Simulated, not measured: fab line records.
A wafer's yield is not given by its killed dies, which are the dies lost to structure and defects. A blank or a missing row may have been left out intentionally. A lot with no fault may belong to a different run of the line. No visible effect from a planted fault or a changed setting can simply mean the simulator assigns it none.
A lot that was struck, set against a sound lot	flow nandHarc	32 steps out of a route of 1159
Sound: wafers L744.2, L744.3, L744.4. Struck: wafer L754.5 (left out: L754.2, L754.6 of the same lot, which were not struck); the cause appears at the end.
Order at every step that has rows: each side's tool, ch and its chambers, its first start. Under that, the readings that differ: sound wafers	struck wafers	difference of the means	sigmas: that difference in standard deviations of wafers without a fault.
alike: readings whose means differ by less than 2 such deviations, and words and numbers that are the same on both sides. not compared: withheld readings, readings that some wafer has no value for, bounds like >300 that may hide the same value, and numbers for which the record gives no deviation and whose values overlap.
A row with sigmas, a row that says differs or no value, or rows on one side alone: a step with any of these is where the two part. Numbers that don't overlap but have no deviation are shown without sigmas and don't part them. A reading missing from all wafers of one side parts the sides only when that side holds two or more wafers.

first, 1 step without rows for these wafers: NHARC_THIN_TSV_DEGAS_49 (time 120 s).
NHARC_THIN_TSV_PRE_CLEAN_50: time 30 s.
  sound on pvdSputter-02; struck on pvdSputter-02
  alike: heaterPowerW
then, 4 steps without rows for these wafers: NHARC_THIN_TSV_PVD_19 (deposits TaN, target thk 20 nm); NHARC_THIN_TSV_PVD_51 (deposits Cu, target thk 100 nm); NHARC_THIN_TSV_ECD_20 (material Cu, target thk 2000 nm); NHARC_THIN_TSV_ANNEAL_52 (time 90 s).
NHARC_THIN_TSV_CMP_21: polishes, t overpolish 30 s, target thk 2000 nm.
  sound on cmp-01 ch 0,1,2, day 20 11:22; struck on cmp-02 ch 0, day 23 01:51
  alike: edgeZonePressureFrac, motorCurrentA, overpolishRunS
then, 2 steps without rows for these wafers: NHARC_THIN_TSV_SRD_23; NHARC_THIN_TSV_DEGAS_53 (time 60 s).
NHARC_THIN_TSV_PRE_CLEAN_54: time 30 s.
  struck on pvdSputter-02, day 23 02:23; sound on pvdSputter-02, day 20 11:53
  alike: heaterPowerW
then, 1 step without rows for these wafers: NHARC_THIN_TSV_PVD_55 (deposits TiN, target thk 50 nm).
NHARC_THIN_TSV_PVD_24: deposits Al, target thk 800 nm.
  struck on pvdSputter-02, day 23 02:40; sound on pvdSputter-02, day 20 12:07
then, 8 steps without rows for these wafers: NHARC_THIN_TSV_DEHYDRATE_25 (time 120 s); NHARC_THIN_TSV_HMDS_26 (time 30 s); NHARC_THIN_TSV_COAT_27; NHARC_THIN_TSV_SOFTBAKE_28 (time 95 s); NHARC_THIN_TSV_EBR_29; NHARC_THIN_TSV_EXPOSE_30 (exposes mask PAD); NHARC_THIN_TSV_PEB_31 (peb time 85 s); NHARC_THIN_TSV_DEVELOP_32 (time 70 s).
NHARC_THIN_TSV_CD_MEAS_33 targets a cd of 5000 nm.
  sound on cdSem-02 ch 0, day 20 12:49; struck on cdSem-01 ch 0, day 23 03:27
  alike: cdNm
then, 3 steps without rows for these wafers: NHARC_THIN_TSV_HARDBAKE_34 (time 80 s); NHARC_THIN_TSV_DESCUM_35 (chemistry O2, time 3 s); NHARC_THIN_TSV_ETCH_59 (etches the open film in Cl2/BCl3, target depth 880 nm, time 138.1 s).
NHARC_THIN_TSV_ETCH_36: etches the open film in Cl2/BCl3, target depth 65 nm, time 18.571 s.
  sound on rieMetal-01 ch 0,1, day 20 13:23; struck on rieMetal-02 ch 0, day 23 04:00
  alike: drypumpMotorCurrentA, oesProductAu
  not compared: rfHoursCounterH
NHARC_THIN_TSV_STRIP_56: strips in O2.
  sound on plasmaAsher-01 ch 0,1, day 20 13:32; struck on plasmaAsher-01 ch 0, day 23 04:08
  alike: drypumpMotorCurrentA, heaterPowerW
  not compared: rfHoursCounterH
then, 1 step without rows for these wafers: NHARC_THIN_TSV_STRIP_57 (strips in post etch residue remover, time 1200 s).
NHARC_THIN_TSV_CD_MEAS_37:
  struck on cdSem-01, day 23 04:53; sound on cdSem-03, day 20 14:17
  alike: cdNm
then, 1 step without rows for these wafers: NHARC_THIN_TSV_ANNEAL_58 (time 1800 s).
NHARC_THIN_TSV_INSPECT_40:
  struck on defectInspect-02, day 23 11:09; sound on defectInspect-01, day 20 18:44
  alike: rawDefectCount
NHARC_END_WLT_00:
  the record holds rows for the sound wafers here (prober-01, day 20 19:17) but none for the struck ones
NHARC_END_SORT_01:
  sound on prober-01 ch 0, day 20 22:36; struck on prober-01 ch 0, day 24 01:05
reading	sound	struck	difference	sigmas
defectLimitedYield (%)	95.0 95.9 94.8	0	-95	-68
killedAtArray	28 25 32	50	+22	+2
killedAtOther	4 3 0	627	+625	+99 or more
killedDies	34 28 35	677	+645	+66
sort_bin_3_pct (%)	0 0.30 0.15	93.06	+92.91	+99 or more
sortNPass	643 649 642	0	-645	-66
sortRimYieldPct (%)	93.4 97.2 93.4	0	-95	-36
sortYieldPct (%)	95.0 95.9 94.8	0	-95	-68
  alike: killedAtPeriphery, killedOpen, killedShort, sort_bin_2_pct, sort_bin_4_pct

== WHERE THEY PART ==
Last at NHARC_END_SORT_01 as far as this record goes, first at NHARC_END_WLT_00.

WHY: the cause the simulator had injected
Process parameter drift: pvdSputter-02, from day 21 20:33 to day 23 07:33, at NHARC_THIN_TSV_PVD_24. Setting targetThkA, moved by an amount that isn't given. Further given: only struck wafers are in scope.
